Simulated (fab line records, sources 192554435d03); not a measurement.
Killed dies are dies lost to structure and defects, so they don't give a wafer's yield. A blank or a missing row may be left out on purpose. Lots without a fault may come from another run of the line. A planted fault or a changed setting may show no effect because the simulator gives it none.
fab line records | flow n5_finfet | part 2 of 2: steps 25 to 30 of 30
record lots=5 wafers=15 last_day=20
route steps=1938 shown MOL_CONTACT_COAG@628 BEOL_M0_SAQP@632
lots that met no fault: from a run of the same line without faults
start_h: hours from the record's first day to the start of the lot's first wafer shown | wait_h: hours since the lot's step before | " the same as in the row above | L1.1+2: a row that stands for several wafers | - no value, or no start given | * or withheld: withheld | < > ~ a bound
route shown NAME@n: a module of which the file shows steps, and the number in the route of the first | usual: mean/standard deviation of fault-free wafers | same: alike in all rows | chamber/n: place in a boat | sites: the reading at each site | _std_site: their standard deviation | _edge_site: outer sites' mean less inner sites' | radius_mm: how far each site lies from the wafer's centre | mask NAME#n: copy n | behind: the tool/chamber that last shaped the wafer | hold: why the lot was held/for how many hours/how that ended | device: the transistor (n, p or np) that didn't switch | end of line: the same wafers' tests at the end of the route | a step without rows: its recipe alone | killed: dies lost to structure and defects at the first sort, not the wafer's yield | map: a wafer's dies, x killed, . not, _ none there
set.NAME: the setting as run; set.NAME@STEP: as run at that earlier step | model.NAME: the simulator's own value behind a step, which no gauge read
lots at some steps of the route; a table a step, a row a wafer
services: from which hour (start_h, from the record's first day; less than 0 if before it) a tool's chamber was out of use, for how many hours, and why
## steps
# step N5_BEOL_M0_SAQP_ETCH_83
# recipe chemistry=CF4 target=SiARC target_depth_a=390 mask_material=CAR-ArF time_s=65 ion_energy_ev=80 pressure_mtorr=40 source_w=545 bias_w=36 Ar_flow_sccm=100 cf4_flow_sccm=100 ends=cleared
# usual drypump_motor_current_A=5.7/0.43 etch_rf_on_time_s=65.1/0.99 mfc_ar_sccm=100.1/0.3 oes_product_au=0.69/0.086 rf_vpp_V=184.3/1.3 showerhead_plenum_p_Torr=2.16/0.081 throttle_valve_pct=15.56/0.21
# columns lot.wafer tool chamber start_h wait_h drypump_motor_current_A etch_rf_on_time_s mfc_ar_sccm oes_product_au rf_hours_counter_h rf_vpp_V showerhead_plenum_p_Torr throttle_valve_pct
L083.1 rie_diel-01 2 163.67 0.0 6.0 66.0 99.9 0.58 249 182.2 2.02 15.59
L083.2 " 1 " " 5.8 63.8 99.6 0.82 9 186.1 2.27 15.56
L083.3 " 0 " " 6.1 65.9 100.0 0.64 166 185.1 2.22 15.66
L086.1 rie_diel-04 3 180.98 0.0 6.4 65.0 100.1 0.67 120 181.4 1.98 15.45
L086.3 " 2 " " 5.9 64.7 100.2 0.59 222 184.9 2.20 15.57
L086.5 " 2 " " 5.9 64.7 99.7 0.59 - 184.0 2.20 15.59
L088.1 rie_diel-04 2 200.83 0.0 6.0 65.6 100.1 0.59 228 186.1 2.20 15.60
L088.2 " 0 " " 5.0 65.7 99.9 0.71 65 184.5 2.09 15.66
L088.3 " 3 " " 6.5 66.0 100.0 0.66 126 181.9 1.98 15.47
L094.3 rie_diel-01 1 236.73 0.0 5.8 64.7 100.2 0.77 36 188.1 2.26 15.63
L094.5 " 0 " " 6.1 65.9 100.0 0.62 - 185.2 2.21 15.73
L094.6 " 2 " " 6.0 65.5 99.7 0.80 - 185.1 2.27 15.11
L097.3 rie_diel-02 3 255.69 0.0 6.2 64.4 99.8 0.70 99 183.6 2.15 15.24
L097.4 " 2 " " 5.3 63.2 99.8 0.80 26 185.8 2.18 15.38
L097.5 " 0 " " 5.6 64.8 99.5 0.74 - 184.1 2.18 15.69
# step N5_BEOL_M0_SAQP_ETCH_84
# recipe chemistry=N2/H2 target=SOC target_depth_a=1000 overetch_a=200 mask_material=SiARC temp_c=40 time_s=150 ion_energy_ev=200 pressure_mtorr=30 source_w=840 bias_w=150 n2_flow_sccm=200 h2_flow_sccm=200
# usual drypump_motor_current_A=5.7/0.42 oes_product_au=0.72/0.086 rf_vpp_V=524.5/2.9 showerhead_plenum_p_Torr=2.57/0.1 throttle_valve_pct=17.81/0.23
# columns lot.wafer tool chamber start_h wait_h drypump_motor_current_A oes_product_au rf_hours_counter_h rf_vpp_V showerhead_plenum_p_Torr throttle_valve_pct
L083.1 rie_diel-01 2 163.72 0.0 6.0 0.61 249 519.4 2.40 17.81
L083.2 " 1 " " 5.8 0.85 9 529.1 2.71 17.87
L083.3 " 0 " " 6.1 0.67 166 526.1 2.64 17.90
L086.1 rie_diel-04 3 181.03 0.0 6.5 0.70 120 518.3 2.35 17.62
L086.3 " 2 " " 6.0 0.62 222 525.8 2.62 17.80
L086.5 " 2 " " 6.0 0.62 - 526.7 2.62 17.81
L088.1 rie_diel-04 2 200.88 0.0 6.0 0.62 228 525.6 2.62 17.81
L088.2 " 0 " " 5.0 0.74 65 521.6 2.47 17.92
L088.3 " 3 " " 6.4 0.70 126 519.4 2.35 17.62
L094.3 rie_diel-01 1 236.78 0.0 5.8 0.80 37 528.4 2.70 17.94
L094.5 " 0 " " 6.1 0.65 - 527.5 2.63 17.97
L094.6 " 2 " " 6.0 0.84 - 529.4 2.72 17.35
L097.3 rie_diel-02 3 255.74 0.0 6.2 0.74 99 525.3 2.56 17.41
L097.4 " 2 " " 5.4 0.81 26 524.5 2.60 17.62
L097.5 " 0 " " 5.6 0.78 - 526.6 2.59 17.87
# step N5_BEOL_M0_SAQP_STRIP_80
# recipe chemistry=N2/H2 temp_c=40 n2_flow_sccm=200 h2_flow_sccm=200 rf_frequency_hz=6e+07
# columns lot.wafer tool chamber start_h wait_h
L083.1+2+3 rie_diel-01 2,1,0 163.82 0.0
L086.1+3+5 rie_diel-04 3,2,2 181.13 0.0
L088.1+2+3 rie_diel-04 2,0,3 200.98 0.0
L094.3+5+6 rie_diel-01 1,0,2 236.87 0.0
L097.3+4+5 rie_diel-02 3,2,0 255.84 0.0
# step N5_BEOL_M0_SAQP_HM_OPEN_112
# recipe chemistry=CHF3/O2 target=SiO2 stop_on=a-Si target_depth_a=120 over_etch_frac=1.25 mask_material=SOC time_s=13.5 pressure_mtorr=30 source_w=650 bias_w=170 Ar_flow_sccm=200 CHF3_flow_sccm=50 O2_flow_sccm=5 ion_energy_ev=200 ends=end_point
# usual drypump_motor_current_A=5.7/0.42 mfc_ar_sccm=200.1/0.56 oes_product_au=0.52/0.063 rf_vpp_V=524/4.4 showerhead_plenum_p_Torr=2.43/0.093 throttle_valve_pct=18.80/0.21
# columns lot.wafer tool chamber start_h wait_h drypump_motor_current_A mfc_ar_sccm oes_product_au rf_hours_counter_h rf_vpp_V showerhead_plenum_p_Torr throttle_valve_pct
L083.1 rie_diel-01 2 163.83 0.0 6.0 200.0 0.45 249 518 2.27 18.73
L083.2 " 1 " " 5.8 200.2 0.63 9 525 2.56 18.84
L083.3 " 0 " " 6.1 201.0 0.48 166 523 2.51 18.93
L086.1 rie_diel-04 3 181.14 0.0 6.4 199.4 0.51 120 520 2.23 18.64
L086.3 " 2 " " 6.0 199.4 0.44 222 531 2.48 18.78
L086.5 " 2 " " 6.0 200.2 0.46 - 533 2.48 18.79
L088.1 rie_diel-04 2 200.99 0.0 6.0 200.1 0.45 228 529 2.48 18.79
L088.2 " 0 " " 5.1 200.1 0.54 65 521 2.34 18.92
L088.3 " 3 " " 6.4 200.4 0.50 126 520 2.23 18.65
L094.3 rie_diel-01 1 236.88 0.0 5.8 200.6 0.57 37 522 2.55 18.90
L094.5 " 0 " " 6.1 200.6 0.47 - 523 2.49 18.97
L094.6 " 2 " " 6.0 199.5 0.60 - 528 2.56 18.32
L097.3 rie_diel-02 3 255.85 0.0 6.2 199.1 0.54 99 527 2.43 18.45
L097.4 " 2 " " 5.4 200.2 0.59 26 516 2.45 18.60
L097.5 " 0 " " 5.6 200.5 0.57 - 530 2.46 18.97
# step N5_BEOL_M0_SAQP_STRIP_113
# recipe chemistry=CHF3/O2 resist=SiARC rf_frequency_hz=6e+07
# columns lot.wafer tool chamber start_h wait_h
L083.1+2+3 rie_diel-01 2,1,0 163.88 0.0
L086.1+3+5 rie_diel-04 3,2,2 181.19 0.0
L088.1+2+3 rie_diel-04 2,0,3 201.04 0.0
L094.3+5+6 rie_diel-01 1,0,2 236.94 0.0
L097.3+4+5 rie_diel-02 3,2,0 255.90 0.0
# step N5_BEOL_M0_SAQP_MANDREL_ETCH_20
# recipe target_depth_a=600 chemistry=HBr/Cl2 target=a-Si stop_on=SiNx bt_time_s=10 mask_material=SOC over_etch_frac=0.5 time_s=30 pressure_mtorr=10 icp_w=800 bias_w=75 HBr_flow_sccm=150 Cl2_flow_sccm=80 ends=end_point
# usual drypump_motor_current_A=6.0/0.32 oes_product_au=0.776/0.014 throttle_valve_pct=35.4/0.33
# columns lot.wafer tool chamber start_h wait_h drypump_motor_current_A oes_product_au rf_hours_counter_h throttle_valve_pct
L083.1 rie_si-04 3 163.91 0.0 5.8 0.756 64 35.6
L083.2 " 1 " " 5.9 0.765 116 36.0
L083.3 " 0 " " 6.0 0.771 76 35.6
L086.1 rie_si-03 2 181.22 0.0 5.9 0.790 93 35.4
L086.3 " 1 " " 6.0 0.775 61 35.2
L086.5 " 2 " " 5.9 0.790 - 35.4
L088.1 rie_si-02 3 201.07 0.0 6.0 0.752 50 35.2
L088.2 " 0 " " 5.8 0.787 105 34.9
L088.3 " 2 " " 6.4 0.753 186 35.4
L094.3 rie_si-04 2 236.97 0.0 6.3 0.771 113 35.1
L094.5 " 0 " " 6.0 0.783 - 35.5
L094.6 " 1 " " 5.9 0.790 - 36.0
L097.3 rie_si-02 2 255.93 0.0 6.5 0.752 0 35.3
L097.4 " 1 " " 6.6 0.790 30 35.2
L097.5 " 3 " " 5.9 0.763 - 35.2
## services
# columns tool chamber start_h hours kind
pecvd-03 - 139.52 5.5 pm
rie_diel-02 - 153.92 15.6 pm
arfi_scanner-02 - 165.84 6.0 pm
arfi_scanner-01 - 176.15 1.0 pm
rie_diel-01 2 178.02 2.6 repair
rie_si-04 - 178.23 15.6 pm
arfi_scanner-02 - 181.43 1.5 pm
arfi_scanner-01 - 182.02 3.1 pm
rie_diel-04 1 187.68 4.9 repair
arfi_scanner-01 - 187.89 0.8 pm
arfi_scanner-02 - 187.99 1.3 pm
pecvd-02 - 192.14 2.8 pm
rie_diel-01 2 195.10 8.9 repair
rie_si-04 0 195.95 7.9 repair
rie_si-02 - 196.96 0.4 repair
arfi_scanner-02 - 203.65 2.2 repair
arfi_scanner-02 - 213.22 0.8 repair
rie_diel-02 3 218.90 6.0 repair
arfi_scanner-02 - 219.91 1.0 pm
pecvd-02 - 239.97 1.1 repair
rie_diel-02 3 241.30 2.1 repair
pecvd-04 1 245.84 3.8 repair
arfi_scanner-02 - 248.43 5.0 pm
arfi_scanner-02 - 253.45 0.8 pm
